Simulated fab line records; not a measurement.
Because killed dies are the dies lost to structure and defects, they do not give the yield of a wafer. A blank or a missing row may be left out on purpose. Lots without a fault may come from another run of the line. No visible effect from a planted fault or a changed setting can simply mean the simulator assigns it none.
Which tool is to blame? || flow nand_harc || 11 lots with 33 wafers sampled at 5 steps, on a route of 1159 steps

## WHAT EACH GAUGE READ, for each wafer
NHARC_A_SGD_CUT_OVL_MEAS_10.
{"lot": "L076", "measured": "day 14 08:12", "on": "overlay-02", "overlay_x_nm (nm)": "1.0 1.0 0.6"}
{"lot": "L077", "measured": "day 14 08:46", "on": "overlay-01", "overlay_x_nm (nm)": "-0.2 -0.6 0.2"}
{"lot": "L079", "measured": "day 14 21:17", "on": "overlay-01", "overlay_x_nm (nm)": "-0.4 0.1 0.0"}
{"lot": "L080", "measured": "day 15 14:56", "on": "overlay-01", "overlay_x_nm (nm)": "0.1 0.6 0.1"}
{"lot": "L083", "measured": "day 16 10:35", "on": "overlay-01", "overlay_x_nm (nm)": "1.6 1.5 1.4"}
{"lot": "L085", "measured": "day 16 18:43", "on": "overlay-02", "overlay_x_nm (nm)": "0.3 0.6 -0.4"}
{"lot": "L087", "measured": "day 17 06:55", "on": "overlay-02", "overlay_x_nm (nm)": "-0.4 -0.7 -1.2"}
{"lot": "L092", "measured": "day 17 18:00", "on": "overlay-02", "overlay_x_nm (nm)": "-2.1 -2.0 -2.4"}
{"lot": "L089", "measured": "day 17 17:51", "on": "overlay-02", "overlay_x_nm (nm)": "-0.4 -0.6 -0.2"}
{"lot": "L094", "measured": "day 19 00:40", "on": "overlay-02", "overlay_x_nm (nm)": "1.1 1.1 0.9"}
{"lot": "L097", "measured": "day 19 12:08", "on": "overlay-02", "overlay_x_nm (nm)": "1.0 0.5 0.8"}

## EACH LOT AND THE TOOL THAT RAN IT (in order: tool; ch and the chambers of the sampled wafers; start)
{"lot": "L076", "NHARC_A_STAIRCASE_HM_OPEN_460": "rie_diel-10 ch 0,1, day 12 09:05 or earlier", "NHARC_A_STAIRCASE_STRIP_476": "rie_diel-10 ch 2,3, day 12 09:05", "NHARC_A_STAIRCASE_STRIP_446": "plasma_asher-02 ch 1, day 14 04:41", "NHARC_A_STAIRCASE_STRIP_475": "rie_diel-10 ch 0,2,3, day 14 08:12 or earlier"}
{"lot": "L077", "NHARC_A_STAIRCASE_HM_OPEN_460": "rie_diel-01 ch 0,2,3, day 12 13:32 or earlier", "NHARC_A_STAIRCASE_STRIP_476": "rie_diel-09 ch 0,1,2, day 12 13:32", "NHARC_A_STAIRCASE_STRIP_446": "plasma_asher-02 ch 0,1, day 14 05:02", "NHARC_A_STAIRCASE_STRIP_475": "rie_diel-09 ch 0,1, day 14 08:46 or earlier"}
{"lot": "L079", "NHARC_A_STAIRCASE_HM_OPEN_460": "rie_diel-10 ch 0,2,3, day 13 04:19 or earlier", "NHARC_A_STAIRCASE_STRIP_476": "rie_diel-01 ch 0,2,3, day 13 04:19", "NHARC_A_STAIRCASE_STRIP_446": "plasma_asher-01 ch 0,1, day 14 17:47", "NHARC_A_STAIRCASE_STRIP_475": "rie_diel-01 ch 0,2,3, day 14 21:17 or earlier"}
{"lot": "L080", "NHARC_A_STAIRCASE_HM_OPEN_460": "rie_diel-09 ch 0,1, day 13 21:16 or earlier", "NHARC_A_STAIRCASE_STRIP_476": "rie_diel-01 ch 0,1,2, day 13 21:16", "NHARC_A_STAIRCASE_STRIP_446": "plasma_asher-01 ch 0,1, day 15 11:27", "NHARC_A_STAIRCASE_STRIP_475": "rie_diel-09 ch 1,3, day 15 14:56 or earlier"}
{"lot": "L083", "NHARC_A_STAIRCASE_HM_OPEN_460": "rie_diel-10 ch 0,1,3, day 14 15:04 or earlier", "NHARC_A_STAIRCASE_STRIP_476": "rie_diel-01 ch 0,1,2, day 14 15:04", "NHARC_A_STAIRCASE_STRIP_446": "plasma_asher-01 ch 0,1, day 16 07:17", "NHARC_A_STAIRCASE_STRIP_475": "rie_diel-10 ch 0,3, day 16 10:35 or earlier"}
{"lot": "L085", "NHARC_A_STAIRCASE_HM_OPEN_460": "rie_diel-09 ch 1,2,3, day 15 02:47 or earlier", "NHARC_A_STAIRCASE_STRIP_476": "rie_diel-09 ch 0,1,2, day 15 02:47", "NHARC_A_STAIRCASE_STRIP_446": "plasma_asher-02 ch 0,1, day 16 15:14", "NHARC_A_STAIRCASE_STRIP_475": "rie_diel-01 ch 1,2,3, day 16 18:43 or earlier"}
{"lot": "L087", "NHARC_A_STAIRCASE_HM_OPEN_460": "rie_diel-10 ch 0,1,2, day 15 12:40 or earlier", "NHARC_A_STAIRCASE_STRIP_476": "rie_diel-09 ch 1,2,3, day 15 12:40", "NHARC_A_STAIRCASE_STRIP_446": "plasma_asher-01 ch 0,1, day 17 03:20", "NHARC_A_STAIRCASE_STRIP_475": "rie_diel-01 ch 1,2,3, day 17 06:55 or earlier"}
{"lot": "L092", "NHARC_A_STAIRCASE_HM_OPEN_460": "rie_diel-01 ch 1,2,3, day 15 23:16 or earlier", "NHARC_A_STAIRCASE_STRIP_476": "rie_diel-09 ch 0,1,3, day 15 23:16", "NHARC_A_STAIRCASE_STRIP_446": "plasma_asher-01 ch 0,1, day 17 14:13", "NHARC_A_STAIRCASE_STRIP_475": "rie_diel-01 ch 0,1,2, day 17 18:00 or earlier"}
{"lot": "L089", "NHARC_A_STAIRCASE_HM_OPEN_460": "rie_diel-09 ch 0,2,3, day 16 03:40 or earlier", "NHARC_A_STAIRCASE_STRIP_476": "rie_diel-10 ch 0,1,3, day 16 03:40", "NHARC_A_STAIRCASE_STRIP_446": "plasma_asher-02 ch 0,1, day 17 14:18", "NHARC_A_STAIRCASE_STRIP_475": "rie_diel-10 ch 0,3, day 17 17:51 or earlier"}
{"lot": "L094", "NHARC_A_STAIRCASE_HM_OPEN_460": "rie_diel-10 ch 0,1,2, day 17 02:19 or earlier", "NHARC_A_STAIRCASE_STRIP_476": "rie_diel-10 ch 0,1,3, day 17 02:19", "NHARC_A_STAIRCASE_STRIP_446": "plasma_asher-01 ch 0,1, day 18 21:15", "NHARC_A_STAIRCASE_STRIP_475": "rie_diel-01 ch 1,2, day 18 23:11"}
{"lot": "L097", "NHARC_A_STAIRCASE_HM_OPEN_460": "rie_diel-01 ch 0,2,3, day 17 13:23 or earlier", "NHARC_A_STAIRCASE_STRIP_476": "rie_diel-09 ch 0,1,2, day 17 13:23", "NHARC_A_STAIRCASE_STRIP_446": "plasma_asher-02 ch 0,1, day 19 08:23", "NHARC_A_STAIRCASE_STRIP_475": "rie_diel-09 ch 2,3, day 19 12:08 or earlier"}
- NHARC_A_STAIRCASE_HM_OPEN_460: chemistry O2/COS.
- NHARC_A_STAIRCASE_STRIP_476: strips in O2, time 20 s.
- NHARC_A_STAIRCASE_STRIP_446: strips in O2.
- NHARC_A_STAIRCASE_STRIP_475: strips in O2, time 20 s.

## THE ANSWER, worked out from the rows above alone
Rule: the lots themselves supply what counts as usual. The widest of any qualifying gaps counts: lots, ordered by their means at a reading, are off when they make up no more than a third of the lots, leave a main group of 4 or more, and stand apart from it by 3 or more times the standard deviation of that group's means. The tables above print the reading to a certain number of digits; a main group whose means all agree to those digits is not used. Also off: a lot with no number at a reading for which 4 or more lots have one. All remaining lots with rows at the step are treated as sound.
None of the lots is off at any reading shown; this tells nothing.

## WHAT THE SIMULATOR HAD PUT IN
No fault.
